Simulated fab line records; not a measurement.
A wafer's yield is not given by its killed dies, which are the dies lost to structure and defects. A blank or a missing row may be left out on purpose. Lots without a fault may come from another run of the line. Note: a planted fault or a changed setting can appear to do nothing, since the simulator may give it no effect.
Split-lot trial | flow n5 finfet | 39 wafers read across 7 lots, on a route 1938 steps long

== THE SPLIT ==
At N5_SD_EPI_P_EXPOSE_06 (exposes mask SD P BLK, target cd 240 nm), the setting dose mj was moved away from the recipe's 39.5 on 12 of the 39 wafers read, by -5.3% to +4.2%. For the rest of the wafers, this setting stayed at what the recipe calls for.

== FROM THE SPLIT TO THE READING: what the file shows between them, 2 steps ==
- N5_SD_EPI_P_PEB_07: peb time 60 s
- N5_SD_EPI_P_DEVELOP_08: develop time 30 s

== THE READING ==
Shown in nm: cd nm at N5_SD_EPI_P_CD_MEAS_09, with target cd 240 nm. Typical for fault-free wafers on this fab line: 240.3 nm, with standard deviation 0.89 nm.

wafer  | tool, chamber at the split | dose mj as run | against the recipe | cd nm, nm | against lot-mates on the recipe
L075.2 | arfi scanner-03, 0         | 39.5           | recipe             | 239.4     | -
L075.4 | arfi scanner-03, 0         | 39.5           | recipe             | 239.9     | -
L075.5 | arfi scanner-03, 0         | 39.5           | recipe             | 240.5     | -
L077.1 | arfi scanner-01, 0         | 39.5           | recipe             | 240.8     | -
L077.2 | arfi scanner-01, 0         | 39.5           | recipe             | 240.0     | -
L077.3 | arfi scanner-01, 0         | 39.5           | recipe             | 240.9     | -
L077.4 | arfi scanner-01, 0         | 39.5           | recipe             | 239.5     | -
L077.5 | arfi scanner-01, 0         | 39.5           | recipe             | 239.7     | -
L077.6 | arfi scanner-01, 0         | 39.5           | recipe             | 240.4     | -
L080.1 | arfi scanner-01, 0         | 39.5           | recipe             | 240.8     | -
L080.2 | arfi scanner-01, 0         | 39.5           | recipe             | 239.9     | -
L080.3 | arfi scanner-01, 0         | 39.5           | recipe             | 239.8     | -
L080.4 | arfi scanner-01, 0         | 39.5           | recipe             | 239.4     | -
L080.5 | arfi scanner-01, 0         | 39.5           | recipe             | 239.2     | -
L080.6 | arfi scanner-01, 0         | 39.5           | recipe             | 240.2     | -
L083.1 | arfi scanner-02, 0         | 39.5           | recipe             | 241.8     | -
L083.2 | arfi scanner-02, 0         | 40.81          | +3.3%              | 244.3     | +2.8
L083.3 | arfi scanner-02, 0         | 40.81          | +3.3%              | 243.2     | +1.7
L083.4 | arfi scanner-02, 0         | 39.5           | recipe             | 241.6     | -
L083.5 | arfi scanner-02, 0         | 39.5           | recipe             | 241.0     | -
L083.6 | arfi scanner-02, 0         | 40.81          | +3.3%              | 244.0     | +2.5
L087.1 | arfi scanner-02, 0         | 40.68          | +3.0%              | 243.1     | +1.3
L087.2 | arfi scanner-02, 0         | 39.5           | recipe             | 242.5     | -
L087.3 | arfi scanner-02, 0         | 40.68          | +3.0%              | 242.4     | +0.6
L087.4 | arfi scanner-02, 0         | 40.68          | +3.0%              | 243.0     | +1.2
L087.5 | arfi scanner-02, 0         | 39.5           | recipe             | 241.8     | -
L087.6 | arfi scanner-02, 0         | 39.5           | recipe             | 241.2     | -
L088.1 | arfi scanner-01, 0         | 37.41          | -5.3%              | 235.9     | -4.6
L088.2 | arfi scanner-01, 0         | 37.41          | -5.3%              | 236.3     | -4.2
L088.3 | arfi scanner-01, 0         | 37.41          | -5.3%              | 236.7     | -3.8
L088.4 | arfi scanner-01, 0         | 39.5           | recipe             | 240.6     | -
L088.5 | arfi scanner-01, 0         | 39.5           | recipe             | 239.7     | -
L088.6 | arfi scanner-01, 0         | 39.5           | recipe             | 241.2     | -
L094.1 | arfi scanner-01, 0         | 39.5           | recipe             | 239.4     | -
L094.2 | arfi scanner-01, 0         | 39.5           | recipe             | 239.0     | -
L094.3 | arfi scanner-01, 0         | 41.16          | +4.2%              | 242.4     | +2.6
L094.4 | arfi scanner-01, 0         | 41.16          | +4.2%              | 243.4     | +3.6
L094.5 | arfi scanner-01, 0         | 41.16          | +4.2%              | 242.6     | +2.8
L094.6 | arfi scanner-01, 0         | 39.5           | recipe             | 240.9     | -

THE FIT
A straight line over all 39 wafers: cd nm changes by +0.767 nm for each +1% of dose mj; r = +0.90; the points scatter about the line by 0.87 nm.
The same after taking each lot's own level away (the mean of its wafers on the recipe; 39 wafers): +0.708 nm for each +1%; r = +0.93; scatter 0.61 nm.
Per that fit: largest dose mj move, reading shift of 3.7 nm.
The span of the lots' own levels, 239.77 to 241.83 nm, comes to 2.3 times the standard deviation stated above.
The two slopes agree, so the slope changes little with the lot-to-lot level.
Check: -3.68 nm against its lot-mates is what the line predicts for one of the wafers moved furthest among these (-5.3%) when that wafer is left out of the fit. Against them it came out at -4.6 nm.

== OTHER SPLITS ON THESE WAFERS ==
Before the reading, these wafers also passed through other splits. Each is held against what the fit with the lots' levels taken away leaves over:
other split on the same wafers       | wafers away from the commonest value | r with cd nm (lot level and that fit taken away)
N5_DUMMY_GATE_HM_DEP_06 time s       | 24                                   | +0.20
N5_DUMMY_GATE_EXPOSE_12 dose mj      | 15                                   | -0.11
N5_DUMMY_GATE_ETCH_31 target depth a | 15                                   | -0.20

== THE WHOLE CHAIN: every reading that the file lists as answering this split, in the file's order ==
step                   | what it does             | reading                                                         | change (the file's fit)               | r (the file's)
N5_SD_EPI_P_CD_MEAS_09 | target cd 240 nm         | cd nm                                                           | +0.694 nm for each +1% of the setting | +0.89
N5_SD_EPI_P_DESCUM_14  | chemistry O2, time 7.9 s | SD_EPI_P.cd nm (the simulator's own value, which no gauge read) | +0.694 nm for each +1% of the setting | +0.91

== THE FILE'S OWN FIT ==
cd nm changes by +0.694 nm for each +1% of dose mj, r = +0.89.
